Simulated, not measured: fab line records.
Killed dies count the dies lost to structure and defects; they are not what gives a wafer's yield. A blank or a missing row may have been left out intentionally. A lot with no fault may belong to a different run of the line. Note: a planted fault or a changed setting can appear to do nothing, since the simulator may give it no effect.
fab line records | flow nand-harc
[record] lots = 14 wafers = 42 last-day = 31
route steps=1302 shown P_BONDPAD@374 A_ONON_D1@424 END@1302
lots that met no fault: from a run of the same line without faults
start-h: the number of hours between the record's first day and the start of the first shown wafer of the lot | wait-h: hours from the lot's prior step to this one | " same as the row above | L1.1+2: a single row standing in for several wafers | - no value, or no start given | * or withheld: withheld | < > ~ a bound
route shown NAME@n: NAME is a module with steps in the file, n the number in the route of the first one | usual: the fault-free wafers' mean and standard deviation | same: alike in all rows | chamber/n: place in a boat | sites: each site's reading | _std_site: standard deviation across them | _edge_site: mean of outer sites minus mean of inner sites | radius-mm: how far each site lies from the wafer's centre | mask NAME#n: copy n | behind: the most recent tool/chamber to have shaped the wafer | hold: reason for holding the lot/hours on hold/outcome of the hold | device: the transistor (n, p or np) that didn't switch | end of line: tests of these same wafers at the route's end | a step with no rows: only its recipe | killed: the dies lost at the first sort to structure and to defects; this is not the yield of the wafer | map: per-die view of a wafer (x killed, . not killed, _ where there is no die)
set.NAME: setting as actually run; set.NAME@STEP: the setting as run at that earlier step | model.NAME: the simulator's own value behind a step, which no gauge read
the route's steps for a sample of lots (tables are steps, rows are wafers)
services: from which hour (start-h, from the record's first day; less than 0 if before it) a tool's chamber was out of use, for how many hours, and why
[[steps]]
[step NHARC_P_BONDPAD_DEGAS_25]
[recipe] temp-c = 300 time-s = 60
[usual] heater-power-w = 472/48
[same] time-s = 60
// columns lot.wafer tool chamber start-h wait-h heater-power-w
L938.2 pvd-sputter-02 - 162.51 - 528
L938.3 " - " " 489
L938.6 " - " " 443
L940.2 pvd-sputter-01 - 174.93 - 451
L940.4 " - " " 595
L940.6 " - " " 462
L941.4 pvd-sputter-01 - 194.13 - 586
L941.1 " - " " 409
L941.2 " - " " 471
L942.4 pvd-sputter-02 - 205.18 - 419
L942.5 " - " " 509
L942.6 " - " " 436
L943.2 pvd-sputter-03 - 212.26 - 491
L943.1 " - " " 428
L943.5 " - " " 459
L944.1 pvd-sputter-02 - 218.67 - 434
L944.4 " - " " 514
L944.5 " - " " 495
L945.1 pvd-sputter-03 - 232.36 - 489
L945.2 " - " " 474
L945.3 " - " " 464
L946.1 pvd-sputter-02 - 241.42 - 428
L946.3 " - " " 518
L946.5 " - " " 431
L947.1 pvd-sputter-02 - 255.45 - 509
L947.2 " - " " 419
L947.5 " - " " 446
L948.1 pvd-sputter-01 - 255.89 - 419
L948.3 " - " " 611
L948.6 " - " " 484
L950.1 pvd-sputter-02 - 278.15 - 424
L950.2 " - " " 517
L950.6 " - " " 419
L952.3 pvd-sputter-01 - 292.37 - 420
L952.5 " - " " 457
L952.6 " - " " 586
L953.4 pvd-sputter-03 - 308.88 - 428
L953.3 " - " " 472
L953.1 " - " " 450
L954.2 pvd-sputter-01 - 318.98 - 467
L954.3 " - " " 597
L954.6 " - " " 473
[step NHARC_P_BONDPAD_PVD_27]
[recipe] target-thk-a = 300 chamber-pressure-pa = 5 power-w = 5000 substrate-temp-c = 30 time-s = 20.49 material = Cu
[usual] throttle-valve-pct = 30.2/1.3
[same] time-s = 20.49
// columns lot.wafer tool chamber start-h wait-h throttle-valve-pct
L938.2 pvd-sputter-02 - - - 29.9
L938.3 " - " " 31.4
L938.6 " - " " 31.6
L940.2 pvd-sputter-01 - - - 30.7
L940.4 " - " " 32.7
L940.6 " - " " 30.9
L941.2 pvd-sputter-01 - - - 30.8
L941.1 " - " " 29.4
L941.4 " - " " 31.6
L942.4 pvd-sputter-02 - - - 31.3
L942.5 " - " " 29.2
L942.6 " - " " 31.2
L943.2 pvd-sputter-03 - - - 28.6
L943.1 " - " " 30.6
L943.5 " - " " 30.3
L944.1 pvd-sputter-02 - - - 31.4
L944.4 " - " " 29.7
L944.5 " - " " 31.2
L945.2 pvd-sputter-03 - - - 28.4
L945.1 " - " " 28.7
L945.3 " - " " 30.5
L946.1 pvd-sputter-02 - - - 29.6
L946.3 " - " " 31.2
L946.5 " - " " 31.5
L947.1 pvd-sputter-02 - - - 29.7
L947.2 " - " " 31.6
L947.5 " - " " 31.2
L948.1 pvd-sputter-01 - - - 28.1
L948.3 " - " " 32.3
L948.6 " - " " 28.1
L950.1 pvd-sputter-02 - - - 29.5
L950.2 " - " " 31.3
L950.6 " - " " 31.3
L952.3 pvd-sputter-01 - - - 30.3
L952.5 " - " " 31.3
L952.6 " - " " 30.3
L953.1 pvd-sputter-03 - - - 30.2
L953.3 " - " " 28.1
L953.4 " - " " 28.9
L954.3 pvd-sputter-01 - - - 27.9
L954.2 " - " " 31.4
L954.6 " - " " 28.3
[step NHARC_A_ONON_D1_DEP_00]
[recipe] target-thk-a = 10000 n2-flow-sccm = 2750 n2o-flow-sccm = 2000 nh3-flow-sccm = 500 sih4-flow-sccm = 210 temp-c = 400
// columns lot.wafer tool chamber start-h wait-h
L938.2+3+6 pecvd-onon-04 0 191.05 0.1
L940.2+4+6 pecvd-onon-04 0 200.31 0.1
L941.1+2+4 pecvd-onon-04 0 220.26 0.1
L942.4+5+6 pecvd-onon-04 0 230.53 0.2
L943.1+2+5 pecvd-onon-04 0 239.14 0.1
L944.1+4+5 pecvd-onon-04 0 246.86 0.1
L945.1+2+3 pecvd-onon-04 0 258.29 0.1
L946.1+3+5 pecvd-onon-04 0 268.11 0.1
L947.1+2+5 pecvd-onon-03 0 281.44 0.1
L948.1+3+6 pecvd-onon-04 0 281.49 0.1
L950.1+2+6 pecvd-onon-01 0 302.43 0.1
L952.3+5+6 pecvd-onon-01 0 315.90 0.3
L953.1+3+4 pecvd-onon-04 0 335.22 0.1
L954.2+3+6 pecvd-onon-04 0 344.49 0.1
[step NHARC_A_ONON_D1_THK_MEAS_02]
[recipe] thk-meas-gauge = ellipsometry
[usual] thk-nm = 999/9.8
// columns lot.wafer tool chamber start-h wait-h thk-nm
L938.2 film-metro-01 - 191.50 - 996
L938.3 " - " " 998
L938.6 " - " " 994
L940.2 film-metro-02 - 200.77 - 1017
L940.4 " - " " 1016
L940.6 " - " " 1016
L941.1 film-metro-01 - 220.77 - 993
L941.2 " - " " 992
L941.4 " - " " 993
L942.4 film-metro-01 - 230.86 - 998
L942.5 " - " " 998
L942.6 " - " " 997
L943.1 film-metro-02 - 239.65 - 990
L943.2 " - " " 991
L943.5 " - " " 991
L944.1 film-metro-02 - 247.38 - 985
L944.4 " - " " 986
L944.5 " - " " 984
L945.1 film-metro-01 - 258.80 - 1017
L945.2 " - " " 1015
L945.3 " - " " 1016
L946.1 film-metro-01 - 268.62 - 985
L946.3 " - " " 985
L946.5 " - " " 986
L947.1 film-metro-01 - 281.95 - 995
L947.2 " - " " 997
L947.5 " - " " 997
L948.1 film-metro-02 - 282.00 - 1006
L948.3 " - " " 1006
L948.6 " - " " 1005
L950.1 film-metro-02 - 302.94 - 1009
L950.2 " - " " 1011
L950.6 " - " " 1011
L952.3 film-metro-01 - 316.30 - 1003
L952.5 " - " " 1003
L952.6 " - " " 1003
L953.1 film-metro-02 - 335.76 - 1219
L953.3 " - " " 1011
L953.4 " - " " 1009
L954.2 film-metro-01 - 344.94 - 1222
L954.3 " - " " 1012
L954.6 " - " " 1011
[step NHARC_A_ONON_D1_THK_MEAS_18]
[recipe] thk-meas-gauge = ellipsometry
[usual] thk-nm = 1001/10
// columns lot.wafer tool chamber start-h wait-h thk-nm
L938.2 film-metro-01 - 201.58 - 1003
L938.3 " - " " 1001
L938.6 " - " " 1004
L940.2 film-metro-01 - 212.89 - 995
L940.4 " - " " 995
L940.6 " - " " 997
L941.1 film-metro-02 - 234.81 - 1000
L941.2 " - " " 1000
L941.4 " - " " 999
L942.4 film-metro-01 - 240.94 - 1001
L942.5 " - " " 999
L942.6 " - " " 1000
L943.1 film-metro-01 - 250.00 - 998
L943.2 " - " " 996
L943.5 " - " " 996
L944.1 film-metro-02 - 257.43 - 1010
L944.4 " - " " 1010
L944.5 " - " " 1013
L945.1 film-metro-02 - 269.13 - 1002
L945.2 " - " " 1002
L945.3 " - " " 1002
L946.1 film-metro-01 - 278.70 - 1003
L946.3 " - " " 1002
L946.5 " - " " 1003
L948.1 film-metro-02 - 293.71 - 1007
L948.3 " - " " 1008
L948.6 " - " " 1009
L947.1 film-metro-01 - 293.71 - 987
L947.2 " - " " 987
L947.5 " - " " 987
L950.1 film-metro-02 - 314.69 - 996
L950.2 " - " " 996
L950.6 " - " " 996
L952.3 film-metro-02 - 329.57 - 1023
L952.5 " - " " 1024
L952.6 " - " " 1025
L953.1 film-metro-02 - 346.66 - 993
L953.3 " - " " 992
L953.4 " - " " 993
L954.2 film-metro-01 - 357.01 - 1006
L954.3 " - " " 1008
L954.6 " - " " 1007
[step NHARC_END_SORT_01]
[recipe] temp-c = 25
[usual] killed-at-array = 57/24 killed-at-other = 0.7/0.94 killed-at-periphery = 3.8/2.5 killed-dies = 62/23 killed-open = 3.1/1.8 killed-short = 2.5/1.6
[same] gross-dies = 677
// columns lot.wafer tool chamber start-h wait-h killed-at-array killed-at-other killed-at-periphery killed-dies killed-open killed-short
L952.3 prober-01 0 713.93 3.1 66 0 1 67 4 3
L952.5 prober-01 0 715.51 3.7 62 0 3 65 5 3
L952.6 prober-01 0 716.31 4.0 54 0 0 54 1 1
// killed by level:class
L952.3 A_SLIT:chamber-film-flake=24 A_CHANNEL_HOLE_D2:chamber-film-flake=17 A_CHANNEL_HOLE_D1:chamber-film-flake=8 A_STAIRCASE:chamber-film-flake=6 A_CONTACT:chamber-film-flake=4 P_M0:geometric-particle:open=1 A_ONON_D1:geometric-particle:short=1 A_ONON_D1:geometric-particle:open=1
L952.5 A_SLIT:chamber-film-flake=25 A_CHANNEL_HOLE_D2:chamber-film-flake=18 A_CHANNEL_HOLE_D1:chamber-film-flake=7 A_CONTACT:chamber-film-flake=5 P_CONTACT:geometric-particle:open=2 A_STAIRCASE:chamber-film-flake=2 P_M1:geometric-particle:open=1 A_SOURCE_PLATE:geometric-particle:open=1
L952.6 A_SLIT:chamber-film-flake=25 A_CHANNEL_HOLE_D2:chamber-film-flake=13 A_CHANNEL_HOLE_D1:chamber-film-flake=11 A_CHANNEL_FILL_D1:geometric-particle:open=1 A_ONON_D2:geometric-particle:short=1 A_ZERO_WELL:chamber-film-flake=1 A_CONTACT:chamber-film-flake=1 A_BLC:chamber-film-flake=1
[[services]]
// columns tool chamber start-h hours kind
pvd-sputter-02 - 139.26 1.1 repair
pvd-sputter-03 - 170.00 10.0 pm
pvd-sputter-01 - 177.38 0.7 repair
pvd-sputter-01 - 220.11 1.6 repair
pvd-sputter-01 - 226.28 10.0 pm
pecvd-onon-03 - 227.33 13.0 pm
pvd-sputter-01 - 243.07 6.7 repair
pvd-sputter-03 - 253.72 1.8 repair
pecvd-onon-01 - 269.00 13.0 pm
pvd-sputter-03 - 279.48 3.6 repair
pvd-sputter-02 - 282.02 10.0 pm
pvd-sputter-03 - 293.84 1.8 repair
pecvd-onon-04 - 311.08 13.0 pm
pvd-sputter-01 - 314.06 4.6 repair
[[key]]
[first-sign] step = NHARC_A_ONON_D1_THK_MEAS_02 reading = thk-nm direction = up sigmas = 23 usual = 999 struck = 1221
effect none on later readings
met-at NHARC_A_ONON_D1_DEP_00
struck-lots L953,L954
struck-wafers L953.1,L954.2
tester-left-out L953,L954
not-acting-at NHARC_P_BONDPAD_DEGAS_25,NHARC_P_BONDPAD_PVD_27,NHARC_A_ONON_D1_THK_MEAS_18
onset-between 281.49 335.22
[fault] kind = process-parameter-drift tool = pecvd-onon-04 chamber = - onset-h = 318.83 steps = NHARC_A_ONON_D1_DEP_00 channel = target-thk-a offset = * shape = step end-h = 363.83 scope = struck-wafers-only acts-in = * stated = *
// tester-left-out: of these lots the tester's yield and bins aren't shown, on N5 and GAA mostly nor the transistor test; their killed dies are dies lost to structure and defects alone, not to doping, threshold or leakage, so they don't give the yield
